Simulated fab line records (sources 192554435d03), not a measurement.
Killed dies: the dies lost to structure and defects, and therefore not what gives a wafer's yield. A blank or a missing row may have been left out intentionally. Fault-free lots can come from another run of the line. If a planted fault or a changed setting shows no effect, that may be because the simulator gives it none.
fab line records	flow n5Finfet
[record] lots = 7	wafers = 39
route steps=1938 shown FIN_CUT@173 SD_EPI_P@321 GATE_CUT@490 MOL_CONTACT_COAG@605 BEOL_M1@751
startH: start of the lot's first displayed wafer, in hours after the record's first day	waitH: how many hours have passed since the lot's step before this one	" the same as in the row above	L1.1+2: a row that stands for several wafers	- value missing, or start not given	* or withheld: withheld	< > ~ a bound
route shown NAME@n: NAME is a module with steps in the file, n the number in the route of the first one	usual: average and standard deviation across the fault-free wafers	same: alike in all rows	chamber/n: place in a boat	sites: each site's reading	_std_site: how widely they spread, as a standard deviation	_edge_site: mean of outer sites minus mean of inner sites	radiusMm: for every site, how far away it sits from the centre of the wafer	mask NAME#n: copy n	behind: the tool/chamber that last shaped the wafer	hold: reason for holding the lot/hours on hold/outcome of the hold	device: the transistor (n, p or np) that didn't switch	end of line: tests run on the same wafers once the route is complete	for a step that has no rows: nothing shown but its recipe	killed: at the first sort, the dies lost to defects and structure; wafer yield is something else	map: a wafer's dies, x killed, . not, _ none there
set.NAME: the run value of the setting; set.NAME@STEP: its run value at that earlier step	model.NAME: the simulator's own value behind a step, which no gauge read
lots whose settings were changed on purpose; a table a step, a row a wafer
[[steps]]
[step N5_FIN_CUT_CUT_ETCH_26]
[recipe] chemistry = CH3F/O2	target = SiNx	targetDepthA = 390	maskMaterial = SOC	timeS = 55.7	pressureMtorr = 30	sourceW = 395	biasW = 73	Ar_flow_sccm = 150	CH3F_flow_sccm = 30	O2_flow_sccm = 20	ionEnergyEv = 120
lot.wafer	tool	chamber	startH	waitH	set.timeS	model.etch.depthNm	model.SOC_of_FIN_CUT_COAT_18.thkNm
L074.1	rieDiel-04	0	27.57	0.0	55.7	37.65	212.6
L074.2	"	3	"	"	35.62	24.07	219
L074.3	"	2	"	"	55.7	38.12	212.2
L074.4	"	1	"	"	55.7	37.75	212.6
L074.5	"	3	"	"	35.62	24.19	219
L074.6	"	2	"	"	35.62	24.38	218.6
L082.3	rieDiel-01	3	76.71	0.0	55.7	39.19	211
L082.4	"	0	"	"	55.7	40.57	209.8
L082.5	"	2	"	"	55.7	38.56	211.6
L084.1	rieDiel-01	2	88.18	0.0	55.7	38.29	211
L084.2	"	1	"	"	55.7	38.78	210.8
L084.3	"	3	"	"	55.7	39.22	210.8
L084.4	"	0	"	"	55.7	40.68	210.4
L084.5	"	3	"	"	55.7	39.04	210.8
L084.6	"	0	"	"	55.7	40.37	210.8
L090.1	rieDiel-02	1	123.68	0.0	55.7	38.63	212.6
L090.2	"	2	"	"	55.7	37.85	212.4
L090.3	"	3	"	"	55.7	38.73	212
L090.4	"	0	"	"	55.7	38.46	212.6
L090.5	"	3	"	"	55.7	38.94	212.2
L090.6	"	0	"	"	55.7	38.19	211.8
L092.1	rieDiel-01	1	136.28	0.0	74.2	51.37	206
L092.2	"	2	"	"	74.2	51.05	205.8
L092.3	"	3	"	"	55.7	39.08	210.6
L092.4	"	0	"	"	74.2	53.68	204.4
L092.5	"	2	"	"	55.7	38.3	212.2
L092.6	"	1	"	"	55.7	38.92	211.8
L096.1	rieDiel-04	2	159.81	0.0	81.77	58.18	203.2
L096.2	"	3	"	"	81.77	56	203.8
L096.3	"	0	"	"	55.7	39.48	210.4
L096.4	"	1	"	"	81.77	55.73	203.2
L096.5	"	1	"	"	55.7	37.82	212.2
L096.6	"	2	"	"	55.7	39.47	210.8
L097.1	rieDiel-04	1	165.29	0.0	55.7	38.37	211.4
L097.2	"	0	"	"	23.77	17	222.4
L097.3	"	3	"	"	23.77	16.26	222.2
L097.4	"	2	"	"	55.7	40	210.4
L097.5	"	3	"	"	55.7	38.32	211.8
L097.6	"	2	"	"	23.77	17.2	221.6
[step N5_FIN_CUT_CUT_ETCH_27]
[recipe] chemistry = CHF3/O2	target = SiO2	targetDepthA = 40	maskMaterial = SOC	overetchA = 20	timeS = 4.9	pressureMtorr = 30	sourceW = 650	biasW = 170	Ar_flow_sccm = 200	CHF3_flow_sccm = 50	O2_flow_sccm = 5	ionEnergyEv = 200
[step N5_FIN_CUT_PRECLEAN_35]
[recipe] timeS = 13.3	tempC = 45	pressureTorr = 125	pHfTorr = 3	pCoreactantTorr = 25	chemistry = vHF
[step N5_FIN_CUT_CUT_ETCH_15]
[recipe] chemistry = HBr/Cl2/O2	target = Si	targetDepthA = 1000	btTimeS = 10	maskMaterial = SOC	timeS = 42.4	ionEnergyEv = *	biasW = *	pressureMtorr = 10	icpW = 800	HBr_flow_sccm = 150	Cl2_flow_sccm = 80	O2_flow_sccm = 12
lot.wafer	tool	chamber	startH	waitH	set.timeS@FIN_CUT_CUT_ETCH_26	model.SOC_of_FIN_CUT_COAT_18.thkNm
L074.1	rieSi-01	3	27.76	0.1	55.7	171.6
L074.2	"	1	"	"	35.62	178.8
L074.3	"	0	"	"	55.7	171
L074.4	"	2	"	"	55.7	172.2
L074.5	"	1	"	"	35.62	178.6
L074.6	"	0	"	"	35.62	178
L082.3	rieSi-02	1	76.90	0.0	55.7	170
L082.4	"	0	"	"	55.7	168.8
L082.5	"	2	"	"	55.7	169.6
L084.1+2	rieSi-02	0,1	88.38	0.1	55.7	170.6
L084.3	"	2	"	"	55.7	168.8
L084.4	"	3	"	"	55.7	169
L084.5	"	1	"	"	55.7	170.8
L084.6	"	2	"	"	55.7	168.6
L090.1	rieSi-06	3	123.87	0.1	55.7	171.8
L090.2	"	0	"	"	55.7	170.8
L090.3	"	1	"	"	55.7	171.2
L090.4	"	2	"	"	55.7	172
L090.5	"	3	"	"	55.7	171.6
L090.6	"	0	"	"	55.7	170.4
L092.1	rieSi-01	2	136.47	0.1	74.2	165.4
L092.2	"	1	"	"	74.2	165.6
L092.3	"	0	"	"	55.7	170.2
L092.4	"	3	"	"	74.2	163.2
L092.5	"	1	"	"	55.7	172
L092.6	"	2	"	"	55.7	171
L096.1	rieSi-01	3	160.00	0.1	81.77	162.2
L096.2	"	1	"	"	81.77	163
L096.3	"	2	"	"	55.7	169.2
L096.4	"	0	"	"	81.77	162.4
L096.5	"	2	"	"	55.7	171.6
L096.6	"	3	"	"	55.7	169.4
L097.1	rieSi-02	2	165.48	0.1	55.7	170.2
L097.2	"	0	"	"	23.77	182.2
L097.3	"	1	"	"	23.77	182.4
L097.4	"	3	"	"	55.7	169.2
L097.5	"	1	"	"	55.7	172
L097.6	"	0	"	"	23.77	181.2
[step N5_SD_EPI_P_EPI_21]
[recipe] material = SiGe:B	dopant = B	tempC = 550	pressureTorr = 20	ambient = H2	timeS = 355
lot.wafer	tool	chamber	startH	waitH	set.timeS	model.SiGe-B_of_SD_EPI_P_EPI_21.thkNm
L074.1	epiRpcvd-02	0	56.91	0.1	355	60.2
L074.2	"	0	"	"	355	59.8
L074.3	"	0	"	"	498.7	77.6
L074.4	"	0	"	"	355	61
L074.5	"	0	"	"	498.7	77
L074.6	"	0	"	"	498.7	76.6
L082.3+5	epiRpcvd-02	0	104.77	1.4	355	61.8
L082.4	"	0	"	"	355	62.4
L084.1	epiRpcvd-03	0	118.06	0.1	478.6	76.6
L084.2	"	0	"	"	478.6	76
L084.3	"	0	"	"	355	61.6
L084.4	"	0	"	"	355	62.4
L084.5	"	0	"	"	355	61.4
L084.6	"	0	"	"	478.6	76.8
L090.1	epiRpcvd-02	0	151.67	0.2	355	60.2
L090.2+5	"	0	"	"	355	61.4
L090.3	"	0	"	"	255.1	48
L090.4	"	0	"	"	255.1	47.2
L090.6	"	0	"	"	255.1	47.8
L092.1	epiRpcvd-04	0	165.86	0.1	355	62.2
L092.2+5	"	0	"	"	548.5	82.8
L092.3	"	0	"	"	548.5	82.4
L092.4	"	0	"	"	355	60.4
L092.6	"	0	"	"	355	61.2
L096.1+4	epiRpcvd-04	0	189.03	0.1	355	60.2
L096.2+6	"	0	"	"	355	60.4
L096.3	"	0	"	"	355	60
L096.5	"	0	"	"	355	61.2
L097.1	epiRpcvd-03	0	193.32	0.1	355	60
L097.2	"	0	"	"	505.8	77.8
L097.3	"	0	"	"	505.8	77.6
L097.4	"	0	"	"	355	60.4
L097.5	"	0	"	"	505.8	76
L097.6	"	0	"	"	355	60.8
[step N5_SD_EPI_P_EPI_MEAS_23]
[recipe] mode = xrd
[usual] thkNm = 60.9/1.2
lot.wafer	tool	chamber	startH	waitH	set.timeS@SD_EPI_P_EPI_21	thkNm
L074.1	filmMetro-02	-	59.10	1.8	355	59.0
L074.2	"	-	"	"	355	60.3
L074.3	"	-	"	"	498.7	79.2
L074.4	"	-	"	"	355	60.3
L074.5	"	-	"	"	498.7	77.6
L074.6	"	-	"	"	498.7	77.0
L082.3	filmMetro-01	-	107.37	2.0	355	61.6
L082.4	"	-	"	"	355	63.4
L082.5	"	-	"	"	355	61.4
L084.1	filmMetro-01	-	120.26	1.8	478.6	77.4
L084.2	"	-	"	"	478.6	74.8
L084.3	"	-	"	"	355	62.2
L084.4	"	-	"	"	355	62.8
L084.5	"	-	"	"	355	62.5
L084.6	"	-	"	"	478.6	77.0
L090.1	filmMetro-01	-	154.59	2.4	355	59.8
L090.2	"	-	"	"	355	62.6
L090.3	"	-	"	"	255.1	48.5
L090.4	"	-	"	"	255.1	47.8
L090.5	"	-	"	"	355	61.4
L090.6	"	-	"	"	255.1	45.9
L092.1	filmMetro-01	-	168.07	1.9	355	62.0
L092.2	"	-	"	"	548.5	81.8
L092.3	"	-	"	"	548.5	83.3
L092.4	"	-	"	"	355	60.1
L092.5	"	-	"	"	548.5	81.8
L092.6	"	-	"	"	355	60.4
L096.1	filmMetro-02	-	191.23	1.8	355	60.1
L096.2	"	-	"	"	355	59.4
L096.3	"	-	"	"	355	60.4
L096.4	"	-	"	"	355	57.9
L096.5	"	-	"	"	355	59.7
L096.6	"	-	"	"	355	62.1
L097.1	filmMetro-01	-	195.52	1.8	355	59.8
L097.2	"	-	"	"	505.8	77.2
L097.3	"	-	"	"	505.8	77.2
L097.4	"	-	"	"	355	61.4
L097.5	"	-	"	"	505.8	76.0
L097.6	"	-	"	"	355	60.8
[step N5_GATE_CUT_DESCUM_18]
[recipe] chemistry = O2	timeS = 7	sourcePowerW = 50	biasPowerW = 20	pressureMtorr = 20	rfFrequencyHz = 2.712e+07	tempC = 40	resist = CAR-EUV	o2FlowSccm = 225
lot.wafer	tool	chamber	startH	waitH	set.timeS	model.CAR-EUV_of_GATE_CUT_COAT_07.thkNm
L074.1+4+5	rieDiel-04	3,1,1	85.13	0.0	7	26.2
L074.2+3+6	"	0,2,0	"	"	7	26
L082.3+4+5	rieDiel-01	2,1,2	133.43	0.0	7	26
L084.1+5	rieDiel-01	0,3	146.41	0.0	7	26
L084.2+4+6	"	1,3,0	"	"	8.477	25.4
L084.3	"	2	"	"	7	26.2
L090.1	rieDiel-02	2	180.21	0.0	5.376	27
L090.2+3	"	0,3	"	"	5.376	26.8
L090.4+5+6	"	1,0,3	"	"	7	26
L092.1+6	rieDiel-02	2	193.12	0.1	7	26.2
L092.2+3+4+5	"	1,3,1,3	"	"	7	26
L096.1+2+4+5+6	rieDiel-02	3,2,0,3,2	218.06	0.0	7	26.2
L096.3	"	1	"	"	7	26
L097.1+2+4	rieDiel-04	1,2,0	221.09	0.0	7	26
L097.3+5+6	"	3,2,1	"	"	10.01	24.6
[step N5_GATE_CUT_ETCH_28]
[recipe] chemistry = N2/H2	target = underlayer	targetDepthA = 130	maskMaterial = CAR-EUV	timeS = 10.4	ionEnergyEv = 200	pressureMtorr = 30	sourceW = 840	biasW = 150	n2FlowSccm = 200	h2FlowSccm = 200	ends = cleared
lot.wafer	tool	chamber	startH	waitH	set.timeS@GATE_CUT_DESCUM_18	model.CAR-EUV_of_GATE_CUT_COAT_07.thkNm
L074.1+2+3+6	rieDiel-04	3,0,2,0	85.17	0.0	7	14.6
L074.4+5	"	1	"	"	7	14.8
L082.3+5	rieDiel-01	2	133.46	0.0	7	14.4
L082.4	"	1	"	"	7	14.6
L084.1+3+5	rieDiel-01	0,2,3	146.44	0.0	7	14.6
L084.2	"	1	"	"	8.477	14
L084.4+6	"	3,0	"	"	8.477	13.8
L090.1	rieDiel-02	2	180.24	0.0	5.376	15.6
L090.2	"	0	"	"	5.376	15.2
L090.3	"	3	"	"	5.376	15.4
L090.4+6	"	1,3	"	"	7	14.6
L090.5	"	0	"	"	7	14.4
L092.1+6	rieDiel-02	2	193.16	0.0	7	14.8
L092.2+4	"	1	"	"	7	14.4
L092.3+5	"	3	"	"	7	14.6
L096.1+2+4+5+6	rieDiel-02	3,2,0,3,2	218.10	0.0	7	14.6
L096.3	"	1	"	"	7	14.4
L097.1	rieDiel-04	1	221.13	0.0	7	14.8
L097.2+4	"	2,0	"	"	7	14.6
L097.3+6	"	3,1	"	"	10.01	13.2
L097.5	"	2	"	"	10.01	13
[step N5_GATE_CUT_ETCH_36]
[recipe] chemistry = CF4	target = SiARC	targetDepthA = 130	maskMaterial = CAR-EUV	timeS = 21.7	ionEnergyEv = 80	pressureMtorr = 40	sourceW = 545	biasW = 36	Ar_flow_sccm = 100	cf4FlowSccm = 100	ends = cleared
lot.wafer	tool	chamber	startH	waitH	set.timeS@GATE_CUT_DESCUM_18	model.CAR-EUV_of_GATE_CUT_COAT_07.thkNm
L074.1+2+3+4+5+6	rieDiel-04	3,0,2,1,1,0	85.19	0.0	7	7
L082.3+5	rieDiel-01	2	133.48	0.0	7	6.8
L082.4	"	1	"	"	7	7
L084.1	rieDiel-01	0	146.46	0.0	7	6.8
L084.2	"	1	"	"	8.477	6.4
L084.3+5	"	2,3	"	"	7	7
L084.4+6	"	3,0	"	"	8.477	6.2
L090.1	rieDiel-02	2	180.26	0.0	5.376	7.8
L090.2+3	"	0,3	"	"	5.376	7.6
L090.4+5+6	"	1,0,3	"	"	7	6.8
L092.1+5	rieDiel-02	2,3	193.18	0.0	7	7
L092.2+3+4	"	1,3,1	"	"	7	6.8
L092.6	"	2	"	"	7	7.2
L096.1+3+4	rieDiel-02	3,1,0	218.12	0.0	7	6.8
L096.2+5+6	"	2,3,2	"	"	7	7
L097.1	rieDiel-04	1	221.15	0.0	7	7
L097.2+4	"	2,0	"	"	7	6.8
L097.3+5+6	"	3,2,1	"	"	10.01	5.4
[step N5_MOL_CONTACT_COAG_DESCUM_45]
[recipe] chemistry = O2	timeS = 7	sourcePowerW = 50	biasPowerW = 20	pressureMtorr = 20	rfFrequencyHz = 2.712e+07	tempC = 40	resist = CAR-EUV	o2FlowSccm = 225
lot.wafer	tool	chamber	startH	waitH	set.timeS	model.CAR-EUV_of_MOL_CONTACT_COAG_COAT_34.thkNm
L074.1+2+3+4+6	rieDiel-06	2,0,1,2,0	103.07	0.3	7	36.2
L074.5	"	1	"	"	7	36
L082.3+5	rieDiel-03	2,0	148.30	0.2	7	36
L082.4	"	2	"	"	7	36.2
L084.1+5+6	rieDiel-05	0,3,2	160.88	0.3	7	36
L084.2+3+4	"	3,2,1	"	"	5.842	36.6
L090.1+2+3+4+5+6	rieDiel-03	2,1,3,0,3,2	194.80	0.1	7	36.2
L092.1+3+5	rieDiel-05	3,2,1	211.21	0.0	7	36.2
L092.2+4	"	0,1	"	"	9.001	35
L092.6	"	2	"	"	9.001	35.2
L096.1+2+3	rieDiel-03	2,0,1	233.94	0.1	7	36.2
L096.4+5+6	"	3,3,0	"	"	8.662	35.4
L097.1+6	rieDiel-03	0,3	237.23	0.0	7	36
L097.2	"	3	"	"	7	35.8
L097.3+5	"	2	"	"	8.958	34.8
L097.4	"	1	"	"	8.958	35
[step N5_MOL_CONTACT_COAG_ETCH_65]
[recipe] chemistry = N2/H2	target = underlayer	targetDepthA = 130	maskMaterial = CAR-EUV	timeS = 10.4	ionEnergyEv = 200	pressureMtorr = 30	sourceW = 840	biasW = 150	n2FlowSccm = 200	h2FlowSccm = 200	ends = cleared
lot.wafer	tool	chamber	startH	waitH	set.timeS@MOL_CONTACT_COAG_DESCUM_45	model.CAR-EUV_of_MOL_CONTACT_COAG_COAT_34.thkNm
L074.1+3+4+5	rieDiel-06	2,1,2,1	103.10	0.0	7	24.6
L074.2+6	"	0	"	"	7	24.8
L082.3+4+5	rieDiel-03	2,2,0	148.33	0.0	7	24.6
L084.1+5+6	rieDiel-05	0,3,2	160.91	0.0	7	24.6
L084.2	"	3	"	"	5.842	25.4
L084.3+4	"	2,1	"	"	5.842	25.2
L090.1+2+3+4+5	rieDiel-03	2,1,3,0,3	194.84	0.0	7	24.8
L090.6	"	2	"	"	7	24.6
L092.1+3+5	rieDiel-05	3,2,1	211.25	0.0	7	24.8
L092.2+4+6	"	0,1,2	"	"	9.001	23.6
L096.1	rieDiel-03	2	233.97	0.0	7	24.6
L096.2+3	"	0,1	"	"	7	24.8
L096.4+5+6	"	3,3,0	"	"	8.662	24
L097.1+2+6	rieDiel-03	0,3,3	237.26	0.0	7	24.6
L097.3+5	"	2	"	"	8.958	23.4
L097.4	"	1	"	"	8.958	23.6
[step N5_BEOL_M1_ILD_DEP_00]
[recipe] material = SiOC	targetThkA = 790	tempC = 350	precursor = DEMS/O2	pressureTorr = 5	rfW = 500	timeS = 15.3
lot.wafer	tool	chamber	startH	waitH	set.targetThkA	model.SiOC_of_BEOL_M1_ILD_DEP_00.thkNm
L074.1	pecvd-02	2	121.21	0.0	790	78.2
L074.2	"	1	"	"	990	99.6
L074.3	"	0	"	"	790	76.8
L074.4	"	0	"	"	990	99.4
L074.5	"	1	"	"	790	79
L074.6	"	2	"	"	990	100.4
L082.3	pecvd-03	1	164.64	0.0	790	77.8
L082.4	"	1	"	"	790	80
L082.5	"	0	"	"	790	79.4
L084.1+3	pecvd-02	2,0	177.02	0.0	790	78.4
L084.2	"	1	"	"	790	79.6
L084.4	"	0	"	"	790	80.6
L084.5+6	"	1,2	"	"	790	80.4
L090.1	pecvd-03	0	218.34	0.0	790	76.4
L090.2	"	2	"	"	790	78.8
L090.3	"	1	"	"	975	95.8
L090.4	"	0	"	"	975	96.2
L090.5	"	2	"	"	975	97.2
L090.6	"	1	"	"	790	80
L092.1	pecvd-02	1	229.26	0.0	790	79
L092.2	"	2	"	"	1069	107
L092.3	"	0	"	"	790	77.6
L092.4	"	1	"	"	1069	108.2
L092.5	"	0	"	"	1069	108
L092.6	"	2	"	"	790	79.8
L096.1	pecvd-04	1	249.35	0.0	1210	121.6
L096.2	"	0	"	"	790	79.2
L096.3	"	2	"	"	790	80.6
L096.4	"	1	"	"	790	80.8
L096.5	"	0	"	"	1210	122.4
L096.6	"	2	"	"	1210	124.6
L097.1+6	pecvd-03	1	255.50	0.0	342.1	34.6
L097.2	"	2	"	"	790	77.4
L097.3	"	0	"	"	790	76.6
L097.4	"	0	"	"	790	77.6
L097.5	"	2	"	"	342.1	33.2
[step N5_BEOL_M1_THK_MEAS_01]
[recipe] reads = SiOC_of_BEOL_M1_ILD_DEP_00
[usual] M1_ILD_THK = 79.1/1.1
lot.wafer	tool	chamber	startH	waitH	set.targetThkA@BEOL_M1_ILD_DEP_00	M1_ILD_THK[nm]
L074.1	filmMetro-01	-	121.28	0.0	790	78.2
L074.2	"	-	"	"	990	99.6
L074.3	"	-	"	"	790	76.9
L074.4	"	-	"	"	990	99.2
L074.5	"	-	"	"	790	79.0
L074.6	"	-	"	"	990	100.4
L082.3	filmMetro-01	-	164.71	0.1	790	77.9
L082.4	"	-	"	"	790	80.0
L082.5	"	-	"	"	790	79.4
L084.1	filmMetro-02	-	177.09	0.0	790	78.4
L084.2	"	-	"	"	790	79.5
L084.3	"	-	"	"	790	78.5
L084.4	"	-	"	"	790	80.5
L084.5	"	-	"	"	790	80.3
L084.6	"	-	"	"	790	80.3
L090.1	filmMetro-01	-	218.41	0.0	790	76.6
L090.2	"	-	"	"	790	78.9
L090.3	"	-	"	"	975	95.7
L090.4	"	-	"	"	975	96.2
L090.5	"	-	"	"	975	97.2
L090.6	"	-	"	"	790	80.0
L092.1	filmMetro-02	-	229.32	0.0	790	79.0
L092.2	"	-	"	"	1069	106.8
L092.3	"	-	"	"	790	77.6
L092.4	"	-	"	"	1069	108.2
L092.5	"	-	"	"	1069	108.0
L092.6	"	-	"	"	790	79.8
L096.1	filmMetro-01	-	249.42	0.0	1210	121.5
L096.2	"	-	"	"	790	79.1
L096.3	"	-	"	"	790	80.7
L096.4	"	-	"	"	790	80.8
L096.5	"	-	"	"	1210	122.3
L096.6	"	-	"	"	1210	124.6
L097.1	filmMetro-01	-	255.57	0.0	342.1	34.5
L097.2	"	-	"	"	790	77.4
L097.3	"	-	"	"	790	76.6
L097.4	"	-	"	"	790	77.5
L097.5	"	-	"	"	342.1	33.3
L097.6	"	-	"	"	342.1	34.5
[[key]]
[split] step = N5_FIN_CUT_CUT_ETCH_26	setting = timeS	stated = 55.7	by = wafer
[response] step = N5_FIN_CUT_CUT_ETCH_26	reading = model.etch.depthNm	change = +0.384	per = 1%	r = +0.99
[response] step = N5_FIN_CUT_CUT_ETCH_26	reading = model.SOC_of_FIN_CUT_COAT_18.thkNm	change = -0.18	per = 1%	r = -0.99
[response] step = N5_FIN_CUT_CUT_ETCH_15	reading = model.SOC_of_FIN_CUT_COAT_18.thkNm	change = -0.186	per = 1%	r = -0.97
[split] step = N5_SD_EPI_P_EPI_21	setting = timeS	stated = 355	by = wafer
[response] step = N5_SD_EPI_P_EPI_21	reading = model.SiGe-B_of_SD_EPI_P_EPI_21.thkNm	change = +0.409	per = 1%	r = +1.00
[response] step = N5_SD_EPI_P_EPI_MEAS_23	reading = thkNm	change = *	per = 1%	r = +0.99
[split] step = N5_GATE_CUT_DESCUM_18	setting = timeS	stated = 7	by = wafer
[response] step = N5_GATE_CUT_DESCUM_18	reading = model.CAR-EUV_of_GATE_CUT_COAT_07.thkNm	change = -0.0333	per = 1%	r = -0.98
[response] step = N5_GATE_CUT_ETCH_28	reading = model.CAR-EUV_of_GATE_CUT_COAT_07.thkNm	change = -0.0358	per = 1%	r = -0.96
[response] step = N5_GATE_CUT_ETCH_36	reading = model.CAR-EUV_of_GATE_CUT_COAT_07.thkNm	change = -0.0343	per = 1%	r = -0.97
[split] step = N5_MOL_CONTACT_COAG_DESCUM_45	setting = timeS	stated = 7	by = wafer
[response] step = N5_MOL_CONTACT_COAG_DESCUM_45	reading = model.CAR-EUV_of_MOL_CONTACT_COAG_COAT_34.thkNm	change = -0.0374	per = 1%	r = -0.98
[response] step = N5_MOL_CONTACT_COAG_ETCH_65	reading = model.CAR-EUV_of_MOL_CONTACT_COAG_COAT_34.thkNm	change = -0.0388	per = 1%	r = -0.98
[split] step = N5_BEOL_M1_ILD_DEP_00	setting = targetThkA	stated = 790	by = wafer
[response] step = N5_BEOL_M1_ILD_DEP_00	reading = model.SiOC_of_BEOL_M1_ILD_DEP_00.thkNm	change = +0.791	per = 1%	r = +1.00
[response] step = N5_BEOL_M1_THK_MEAS_01	reading = M1_ILD_THK	change = +0.79	per = 1%	r = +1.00
